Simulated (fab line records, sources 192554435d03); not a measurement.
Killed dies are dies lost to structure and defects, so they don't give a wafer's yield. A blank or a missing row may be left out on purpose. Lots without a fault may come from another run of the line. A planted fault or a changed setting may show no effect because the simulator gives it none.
fab line records | flow n5_finfet
record lots=7 wafers=39
route steps=1938 shown BEOL_M4@1037 BEOL_M5@1191 BEOL_M8@1332 BEOL_M11@1575 BEOL_M13@1706 PASSIVATION@1923
start_h: hours from the record's first day to the start of the lot's first wafer shown | wait_h: hours since the lot's step before | " the same as in the row above | L1.1+2: a row that stands for several wafers | - no value, or no start given | * or withheld: withheld | < > ~ a bound
route shown NAME@n: a module of which the file shows steps, and the number in the route of the first | usual: mean/standard deviation of fault-free wafers | same: alike in all rows | chamber/n: place in a boat | sites: the reading at each site | _std_site: their standard deviation | _edge_site: outer sites' mean less inner sites' | radius_mm: how far each site lies from the wafer's centre | mask NAME#n: copy n | behind: the tool/chamber that last shaped the wafer | hold: why the lot was held/for how many hours/how that ended | device: the transistor (n, p or np) that didn't switch | end of line: the same wafers' tests at the end of the route | a step without rows: its recipe alone | killed: dies lost to structure and defects at the first sort, not the wafer's yield | map: a wafer's dies, x killed, . not, _ none there
set.NAME: the setting as run; set.NAME@STEP: as run at that earlier step | model.NAME: the simulator's own value behind a step, which no gauge read
lots whose settings were changed on purpose; a table a step, a row a wafer
## steps
# step N5_BEOL_M4_DESCUM_16
# recipe chemistry=O2 time_s=7 source_power_w=50 bias_power_w=20 pressure_mtorr=20 rf_frequency_hz=2.712e+07 temp_c=40 resist=CAR-EUV o2_flow_sccm=225
# columns lot.wafer tool chamber start_h wait_h set.time_s model.CAR-EUV_of_BEOL_M4_COAT_05.thk_nm
L076.1 rie_diel-06 0 167.19 0.0 7 26.2
L076.2+4+5 " 1,2,1 " " 8.285 25.4
L076.3+6 " 3,0 " " 7 26
L078.1+6 rie_diel-02 1,2 180.92 0.0 7 26
L078.2+3+4+5 " 0,2,3,3 " " 7 26.2
L079.1+5+6 rie_diel-01 0,2,3 184.39 0.0 7 26
L079.2+3+4 " 2,3,1 " " 10.38 24.4
L081.1+2+4 rie_diel-06 2,0,3 194.49 0.4 7 26.2
L081.3 " 1 " " 4.459 27.6
L081.5+6 " 1,0 " " 4.459 27.4
L083.1+2+5 rie_diel-02 3,1,3 212.00 0.0 7 26.2
L083.3+4+6 " 0,2,2 " " 9.654 24.8
L087.1+2+5 rie_diel-06 3,2,0 242.07 0.0 7 26
L087.3+4 " 1,0 " " 10.93 24.2
L087.6 " 3 " " 10.93 24
L090.3+5 rie_diel-01 1,3 252.52 0.0 7 26.2
L090.6 " 1 " " 7 26
# step N5_BEOL_M4_ETCH_74
# recipe chemistry=N2/H2 target=underlayer target_depth_a=65 mask_material=CAR-EUV time_s=5.2 ion_energy_ev=200 pressure_mtorr=30 source_w=840 bias_w=150 n2_flow_sccm=200 h2_flow_sccm=200 ends=cleared
# columns lot.wafer tool chamber start_h wait_h set.time_s@BEOL_M4_DESCUM_16 model.CAR-EUV_of_BEOL_M4_COAT_05.thk_nm
L076.1 rie_diel-06 0 167.22 0.0 7 20.4
L076.2+4+5 " 1,2,1 " " 8.285 19.6
L076.3+6 " 3,0 " " 7 20.2
L078.1 rie_diel-02 1 180.95 0.0 7 20.2
L078.2+3+4+5+6 " 0,2,3,3,2 " " 7 20.4
L079.1+5+6 rie_diel-01 0,2,3 184.43 0.0 7 20.4
L079.2+3+4 " 2,3,1 " " 10.38 18.6
L081.1 rie_diel-06 2 194.53 0.0 7 20.4
L081.2+4 " 0,3 " " 7 20.6
L081.3+5 " 1 " " 4.459 21.8
L081.6 " 0 " " 4.459 21.6
L083.1+2+5 rie_diel-02 3,1,3 212.03 0.0 7 20.4
L083.3+6 " 0,2 " " 9.654 19
L083.4 " 2 " " 9.654 19.2
L087.1 rie_diel-06 3 242.10 0.0 7 20.4
L087.2+5 " 2,0 " " 7 20.2
L087.3+4 " 1,0 " " 10.93 18.4
L087.6 " 3 " " 10.93 18.2
L090.3+5+6 rie_diel-01 1,3,1 252.56 0.0 7 20.4
# step N5_BEOL_M5_DEP_56
# recipe material=SiCN target_thk_a=80 temp_c=withheld precursor=3MS/NH3 pressure_torr=3 rf_w=202 time_s=14
# columns lot.wafer tool chamber start_h wait_h set.time_s model.SiCN_of_BEOL_M5_DEP_56.thk_nm
L076.1+3 pecvd-01 1,2 188.78 0.0 14 7.8
L076.2 " 0 " " 14 8
L076.4+5+6 " 0,1,2 " " 17.87 10.2
L078.1+5 pecvd-01 0 205.42 0.0 7.538 4.6
L078.2 " 1 " " 14 7.8
L078.3 " 2 " " 7.538 4.2
L078.4+6 " 1,2 " " 14 8
L079.1+3 pecvd-03 1,2 207.54 0.0 19.87 11.2
L079.2 " 0 " " 14 7.8
L079.4+6 " 0,2 " " 14 8
L079.5 " 1 " " 19.87 11.4
L081.1+2+3+5+6 pecvd-01 2,1,0,2,1 215.44 0.0 14 8
L081.4 " 0 " " 14 8.2
L083.1 pecvd-02 1 233.71 0.0 16.22 9.2
L083.2 " 2 " " 14 8
L083.3+6 " 0 " " 16.22 9.4
L083.4+5 " 2,1 " " 14 8.2
L087.1+5 pecvd-02 2 262.27 0.0 14 8.2
L087.2+3+4+6 " 1,0,0,1 " " 14 8
L090.3 pecvd-03 1 279.36 0.0 14 8
L090.5 " 1 " " 14 8.4
L090.6 " 2 " " 14 8.2
# step N5_BEOL_M8_ILD_DEP_00
# recipe material=SiCOH_lowk target_thk_a=1797.5 temp_c=300 precursor=DEMS/porogen pressure_torr=5 rf_w=500 time_s=33.4
# columns lot.wafer tool chamber start_h wait_h set.time_s model.SiCOH_lowk_of_BEOL_M8_ILD_DEP_00.thk_nm
L076.1+3 pecvd-04 2,1 207.37 0.0 39.86 208.8
L076.2 " 0 " " 33.4 175.4
L076.4 " 2 " " 39.86 214.6
L076.5 " 1 " " 33.4 180.6
L076.6 " 0 " " 33.4 180.2
L078.1 pecvd-04 2 219.81 0.0 33.4 178.6
L078.2 " 1 " " 33.4 177.2
L078.3 " 0 " " 33.4 178.8
L078.4 " 1 " " 33.4 178
L078.5 " 0 " " 33.4 180.6
L078.6 " 2 " " 33.4 178.2
L079.1 pecvd-02 0 222.52 0.0 33.4 177
L079.2+3 " 1,2 " " 33.4 175.4
L079.4 " 1 " " 33.4 176.6
L079.5 " 2 " " 33.4 179
L079.6 " 0 " " 33.4 178.4
L081.1 pecvd-04 0 231.71 0.0 27.6 150
L081.2 " 2 " " 27.6 147.4
L081.3 " 1 " " 27.6 148.6
L081.4 " 1 " " 33.4 182
L081.5 " 0 " " 33.4 182.6
L081.6 " 2 " " 33.4 181.4
L083.1 pecvd-03 1 248.93 0.0 33.4 177.4
L083.2+3 " 2,0 " " 47.74 251.8
L083.4 " 2 " " 33.4 178.2
L083.5 " 0 " " 47.74 257.2
L083.6 " 1 " " 33.4 179.6
L087.1 pecvd-02 0 278.57 0.0 33.4 178.8
L087.2 " 1 " " 49.19 259.2
L087.3 " 2 " " 33.4 177.2
L087.4 " 2 " " 49.19 264
L087.5 " 1 " " 33.4 180.4
L087.6 " 0 " " 49.19 264.2
L090.3 pecvd-04 2 295.90 0.0 33.4 177.2
L090.5 " 2 " " 33.4 178.8
L090.6 " 1 " " 33.4 180.2
# step N5_BEOL_M8_CURE_74
# recipe temp_c=385 time_s=240 ambient=He/Ar material=SiCOH_lowk
# columns lot.wafer tool chamber start_h wait_h set.time_s@BEOL_M8_ILD_DEP_00 model.SiCOH_lowk_of_BEOL_M8_ILD_DEP_00.thk_nm
L076.1+3 uv_cure-03 2 207.48 0.1 39.86 180.4
L076.2 " 2 " " 33.4 151.2
L076.4 " 2 " " 39.86 185.4
L076.5 " 2 " " 33.4 155.8
L076.6 " 2 " " 33.4 155.4
L078.1 uv_cure-02 1 219.87 0.0 33.4 154
L078.2 " 1 " " 33.4 152.8
L078.3 " 1 " " 33.4 154.2
L078.4 " 1 " " 33.4 153.6
L078.5 " 1 " " 33.4 155.8
L078.6 " 1 " " 33.4 153.8
L079.1 uv_cure-01 0 222.77 0.2 33.4 152.6
L079.2+3 " 0 " " 33.4 151.2
L079.4 " 0 " " 33.4 152.4
L079.5 " 0 " " 33.4 154.4
L079.6 " 0 " " 33.4 153.8
L081.1 uv_cure-01 1 231.78 0.0 27.6 129.2
L081.2 " 1 " " 27.6 127
L081.3 " 1 " " 27.6 128
L081.4 " 1 " " 33.4 157
L081.5 " 1 " " 33.4 157.4
L081.6 " 1 " " 33.4 156.4
L083.1 uv_cure-02 0 248.99 0.0 33.4 153
L083.2 " 0 " " 47.74 218
L083.3 " 0 " " 47.74 218.2
L083.4 " 0 " " 33.4 153.8
L083.5 " 0 " " 47.74 222.8
L083.6 " 0 " " 33.4 155
L087.1 uv_cure-02 0 278.64 0.0 33.4 154.2
L087.2 " 0 " " 49.19 224.6
L087.3 " 0 " " 33.4 152.8
L087.4 " 0 " " 49.19 228.8
L087.5 " 0 " " 33.4 155.6
L087.6 " 0 " " 49.19 229
L090.3 uv_cure-01 0 296.13 0.2 33.4 152.8
L090.5 " 0 " " 33.4 154.2
L090.6 " 0 " " 33.4 155.4
# step N5_BEOL_M8_THK_MEAS_01
# recipe reads=SiCOH_lowk_of_BEOL_M8_ILD_DEP_00
# usual M8_ILD_THK=154.4/1.9
# columns lot.wafer tool chamber start_h wait_h set.time_s@BEOL_M8_ILD_DEP_00 M8_ILD_THK[nm]
L076.1 film_metro-02 - 208.47 0.8 39.86 180.4
L076.2 " - " " 33.4 151.3
L076.3 " - " " 39.86 180.2
L076.4 " - " " 39.86 185.4
L076.5 " - " " 33.4 155.9
L076.6 " - " " 33.4 155.4
L078.1 film_metro-01 - 220.38 0.4 33.4 154.1
L078.2 " - " " 33.4 152.7
L078.3 " - " " 33.4 154.2
L078.4 " - " " 33.4 153.6
L078.5 " - " " 33.4 155.8
L078.6 " - " " 33.4 153.6
L079.1 film_metro-01 - 223.28 0.4 33.4 152.6
L079.2 " - " " 33.4 151.2
L079.3 " - " " 33.4 151.3
L079.4 " - " " 33.4 152.3
L079.5 " - " " 33.4 154.4
L079.6 " - " " 33.4 153.8
L081.1 film_metro-01 - 232.29 0.4 27.6 129.2
L081.2 " - " " 27.6 127.0
L081.3 " - " " 27.6 127.9
L081.4 " - " " 33.4 156.9
L081.5 " - " " 33.4 157.3
L081.6 " - " " 33.4 156.4
L083.1 film_metro-02 - 249.51 0.4 33.4 152.9
L083.2 " - " " 47.74 218.2
L083.3 " - " " 47.74 218.3
L083.4 " - " " 33.4 153.7
L083.5 " - " " 47.74 222.8
L083.6 " - " " 33.4 154.9
L087.1 film_metro-01 - 279.15 0.4 33.4 154.3
L087.2 " - " " 49.19 224.5
L087.3 " - " " 33.4 152.7
L087.4 " - " " 49.19 228.8
L087.5 " - " " 33.4 155.7
L087.6 " - " " 49.19 229.1
L090.3 film_metro-01 - 296.48 0.3 33.4 152.7
L090.5 " - " " 33.4 154.2
L090.6 " - " " 33.4 155.3
# step N5_BEOL_M11_VIA_ETCH_34
# recipe chemistry=C4F6/O2 target=SiCOH_lowk target_depth_a=1845 mask_material=SOC taper_deg=4 time_s=69.2 ion_energy_ev=250 pressure_mtorr=30 source_w=345 bias_w=185 Ar_flow_sccm=300 C4F6_flow_sccm=10 O2_flow_sccm=10
# columns lot.wafer tool chamber start_h wait_h set.target_depth_a model.etch.depth_nm model.SOC_of_BEOL_M11_COAT_63.thk_nm
L076.1 rie_diel-03 0 236.20 0.0 1845 191.4 91.4
L076.2 " 2 " " 1845 185 91.8
L076.3 " 3 " " 1845 191.9 91.4
L076.4 " 1 " " 1845 185.5 92
L076.5 " 0 " " 1845 190.8 91.2
L076.6 " 1 " " 1845 186.6 91.8
L078.1 rie_diel-05 0 243.96 0.0 1845 183.2 91.4
L078.2 " 1 " " 1845 178.1 92
L078.3 " 3 " " 1845 187.6 91.6
L078.4 " 3 " " 1845 187.8 91.8
L078.5 " 1 " " 1845 176.7 92
L078.6 " 0 " " 1845 181.7 91.6
L079.1 rie_diel-03 3 255.38 0.0 999 103.6 95
L079.2 " 2 " " 999 98.34 95
L079.3 " 0 " " 999 101.7 95.2
L079.4 " 1 " " 1845 184 91.4
L079.5 " 3 " " 1845 190.4 91.4
L079.6 " 2 " " 1845 183 91.6
L081.1 rie_diel-04 0 258.14 0.0 1845 186 91.8
L081.2 " 1 " " 1845 181.1 91.8
L081.3 " 2 " " 1845 185.5 91.6
L081.4 " 3 " " 1845 183.3 91.4
L081.5 " 3 " " 1845 182.7 91.6
L081.6 " 2 " " 1845 185.6 91.8
L083.1 rie_diel-04 3 275.17 0.0 1845 182.2 92.2
L083.2 " 2 " " 1845 184.7 91.8
L083.3 " 1 " " 1845 176.1 92.2
L083.4 " 0 " " 1845 185 92.4
L083.5 " 3 " " 1845 181.3 92.4
L083.6 " 0 " " 1845 186.6 92
L087.1 rie_diel-03 0 306.97 0.0 2943 305.5 86.6
L087.2 " 2 " " 1845 184.6 92
L087.3 " 3 " " 1845 195.1 91.6
L087.4 " 1 " " 2943 303.4 86.8
L087.5 " 1 " " 2943 301 87.2
L087.6 " 0 " " 1845 192.6 91.4
L090.3 rie_diel-04 1 319.78 0.0 1845 179.6 92
L090.5 " 1 " " 1845 178.5 92.4
L090.6 " 3 " " 1845 182.1 91.8
# step N5_BEOL_M13_SPUTTER_44
# recipe material=Ta target_thk_a=100 temp_c=50 bias_v=80 power_w=15000 chamber_pressure_pa=0.07 time_s=16.13
# columns lot.wafer tool chamber start_h wait_h set.target_thk_a model.Ta_of_BEOL_M13_SPUTTER_44.thk_nm
L076.1+2+3+5+6 pvd_sputter-01 - 247.39 0.0 100 10
L076.4 " - " " 100 10.2
L078.1 pvd_sputter-03 - 258.08 0.0 100 10.2
L078.2+5 " - " " 135.7 13.4
L078.3 " - " " 100 10
L078.4 " - " " 100 9.8
L078.6 " - " " 135.7 13.6
L079.1+6 pvd_sputter-03 - 270.44 0.0 136.3 13.4
L079.2 " - " " 136.3 13.6
L079.3 " - " " 100 10
L079.4 " - " " 100 9.6
L079.5 " - " " 100 9.8
L081.1 pvd_sputter-01 - 271.05 0.0 151.5 15.2
L081.2+6 " - " " 100 10
L081.3 " - " " 100 9.8
L081.4+5 " - " " 151.5 15
L083.1+4 pvd_sputter-01 - 294.61 0.0 100 9.8
L083.2 " - " " 42.37 4.4
L083.3 " - " " 100 10
L083.5 " - " " 42.37 4
L083.6 " - " " 42.37 4.2
L087.1+5+6 pvd_sputter-02 - 321.56 0.0 100 10
L087.2 " - " " 137.2 13.8
L087.3+4 " - " " 137.2 13.6
L090.3+5 pvd_sputter-01 - 334.05 0.0 100 9.8
L090.6 " - " " 100 10.2
# step N5_BEOL_M13_SPUTTER_45
# recipe material=Cu target_thk_a=800 temp_c=-20 bias_v=60 power_w=26000 chamber_pressure_pa=0.13 time_s=13.33
# step N5_BEOL_M13_ECD_47
# recipe material=Cu target_thk_a=9360
# step N5_BEOL_M13_ANNEAL_48
# recipe temp_c=225 time_s=90 ambient=N2
# step N5_BEOL_M13_CMP_49
# recipe stop_on=SiOC t_overpolish_s=17.1 down_force_psi=1 platen_rpm=50 clearing_platen_down_force_psi=1.5 clearing_platen_rpm=50 post_cmp_clean=cu_alkaline target_thk_nm=420 clearing_platen_pad_velocity_m_s=0.99484 pad_velocity_m_s=0.99484
# usual barrier_field_endpoint_s=30.5/0.83
# columns lot.wafer tool chamber start_h wait_h set.target_thk_a@BEOL_M13_SPUTTER_44 barrier_field_endpoint_s
L076.4 cmp-01 1 248.14 0.2 100 29.7
L076.3 " 2 " " 100 29.9
L076.2 " 3 " " 100 30.0
L076.1 " 0 " " 100 30.2
L076.6 " 1 " " 100 29.7
L076.5 " 2 " " 100 29.5
L078.2 cmp-01 1 258.73 0.2 135.7 34.5
L078.4 " 2 " " 100 29.5
L078.1 " 3 " " 100 30.8
L078.3 " 0 " " 100 31.5
L078.6 " 1 " " 135.7 34.1
L078.5 " 2 " " 135.7 34.3
L079.2 cmp-01 0 271.93 0.2 136.3 34.6
L079.1 " 1 " " 136.3 32.9
L079.4 " 2 " " 100 29.3
L079.3 " 3 " " 100 29.3
L079.6 " 0 " " 136.3 34.0
L079.5 " 1 " " 100 28.4
L081.2 cmp-01 3 272.54 0.2 100 30.2
L081.1 " 0 " " 151.5 38.2
L081.3 " 1 " " 100 29.2
L081.4 " 2 " " 151.5 36.1
L081.6 " 3 " " 100 30.4
L081.5 " 0 " " 151.5 37.1
L083.4 cmp-01 1 295.27 0.1 100 28.9
L083.3 " 2 " " 100 30.1
L083.2 " 3 " " 42.37 23.7
L083.1 " 0 " " 100 31.1
L083.6 " 1 " " 42.37 22.9
L083.5 " 2 " " 42.37 23.4
L087.2 cmp-03 2 322.53 0.2 137.2 36.3
L087.4 " 3 " " 137.2 36.4
L087.1 " 0 " " 100 30.5
L087.3 " 1 " " 137.2 34.9
L087.6 " 2 " " 100 31.2
L087.5 " 3 " " 100 31.4
L090.3 cmp-03 0 334.83 0.3 100 30.6
L090.5 " 1 " " 100 30.9
L090.6 " 2 " " 100 31.2
# step N5_PASSIVATION_DEVELOP_43
# recipe develop_time_s=60 rinse_liquid=diw dry=air_spin dev_temp_c=21
# columns lot.wafer tool chamber start_h wait_h set.develop_time_s
L076.1+2+3+4+5+6 litho_track-04 0 - - 60
L078.1+2+3+4+5+6 litho_track-03 0 - - 60
L079.1+3+6 litho_track-05 0 - - 43.82
L079.2+4+5 " 0 " " 60
L081.1+2+6 litho_track-05 0 - - 45.45
L081.3+4+5 " 0 " " 60
L083.1+2+3+4+5+6 litho_track-05 0 - - 60
L087.1+2+6 litho_track-05 0 - - 39.6
L087.3+4+5 " 0 " " 60
L090.3+5+6 litho_track-04 0 - - 60
# step N5_PASSIVATION_HARDBAKE_45
# recipe temp_c=130 time_s=120
# step N5_PASSIVATION_CD_MEAS_44
# recipe target_cd_nm=40000 landing_energy_ev=500 detector=se_inlens
# usual cd_nm=40000/3
# columns lot.wafer tool chamber start_h wait_h set.develop_time_s@PASSIVATION_DEVELOP_43 cd_nm
L076.1 cd_sem-01 0 274.35 - 60 40003
L076.2 " 0 " " 60 39999
L076.3 " 0 " " 60 40000
L076.4 " 0 " " 60 40006
L076.5 " 0 " " 60 40002
L076.6 " 0 " " 60 40005
L078.1 cd_sem-01 0 283.68 - 60 40001
L078.2 " 0 " " 60 40000
L078.3 " 0 " " 60 40003
L078.4 " 0 " " 60 40002
L078.5 " 0 " " 60 40001
L078.6 " 0 " " 60 39994
L079.1 cd_sem-01 0 305.03 - 43.82 39984
L079.2 " 0 " " 60 40000
L079.3 " 0 " " 43.82 39987
L079.4 " 0 " " 60 39999
L079.5 " 0 " " 60 40000
L079.6 " 0 " " 43.82 39982
L081.1 cd_sem-03 0 308.47 - 45.45 39989
L081.2 " 0 " " 45.45 39989
L081.3 " 0 " " 60 40006
L081.4 " 0 " " 60 40002
L081.5 " 0 " " 60 40000
L081.6 " 0 " " 45.45 39991
L083.1 cd_sem-03 0 320.38 - 60 39995
L083.2 " 0 " " 60 39995
L083.3 " 0 " " 60 39996
L083.4 " 0 " " 60 39999
L083.5 " 0 " " 60 39998
L083.6 " 0 " " 60 40001
L087.1 cd_sem-03 0 350.41 - 39.6 39983
L087.2 " 0 " " 39.6 39987
L087.3 " 0 " " 60 39999
L087.4 " 0 " " 60 40003
L087.5 " 0 " " 60 40003
L087.6 " 0 " " 39.6 39988
L090.3 cd_sem-02 0 360.46 - 60 39996
L090.5 " 0 " " 60 40001
L090.6 " 0 " " 60 40001
## key
split step=N5_BEOL_M4_DESCUM_16 setting=time_s stated=7 by=wafer
response step=N5_BEOL_M4_DESCUM_16 reading=model.CAR-EUV_of_BEOL_M4_COAT_05.thk_nm change=-0.0342 per=1% r=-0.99
response step=N5_BEOL_M4_ETCH_74 reading=model.CAR-EUV_of_BEOL_M4_COAT_05.thk_nm change=-0.0352 per=1% r=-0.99
split step=N5_BEOL_M5_DEP_56 setting=time_s stated=14 by=wafer
response step=N5_BEOL_M5_DEP_56 reading=model.SiCN_of_BEOL_M5_DEP_56.thk_nm change=+0.0782 per=1% r=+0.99
split step=N5_BEOL_M8_ILD_DEP_00 setting=time_s stated=33.4 by=wafer
response step=N5_BEOL_M8_ILD_DEP_00 reading=model.SiCOH_lowk_of_BEOL_M8_ILD_DEP_00.thk_nm change=+1.76 per=1% r=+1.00
response step=N5_BEOL_M8_CURE_74 reading=model.SiCOH_lowk_of_BEOL_M8_ILD_DEP_00.thk_nm change=+1.54 per=1% r=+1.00
response step=N5_BEOL_M8_THK_MEAS_01 reading=M8_ILD_THK change=+1.54 per=1% r=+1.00
split step=N5_BEOL_M11_VIA_ETCH_34 setting=target_depth_a stated=1845 by=wafer
response step=N5_BEOL_M11_VIA_ETCH_34 reading=model.etch.depth_nm change=+1.87 per=1% r=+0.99
response step=N5_BEOL_M11_VIA_ETCH_34 reading=model.SOC_of_BEOL_M11_COAT_63.thk_nm change=-0.0799 per=1% r=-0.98
split step=N5_BEOL_M13_SPUTTER_44 setting=target_thk_a stated=100 by=wafer
response step=N5_BEOL_M13_SPUTTER_44 reading=model.Ta_of_BEOL_M13_SPUTTER_44.thk_nm change=+0.0989 per=1% r=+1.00
response step=N5_BEOL_M13_CMP_49 reading=barrier_field_endpoint_s change=+0.125 per=1% r=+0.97
split step=N5_PASSIVATION_DEVELOP_43 setting=develop_time_s stated=60 by=wafer
response step=N5_PASSIVATION_CD_MEAS_44 reading=cd_nm change=+0.506 per=1% r=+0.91
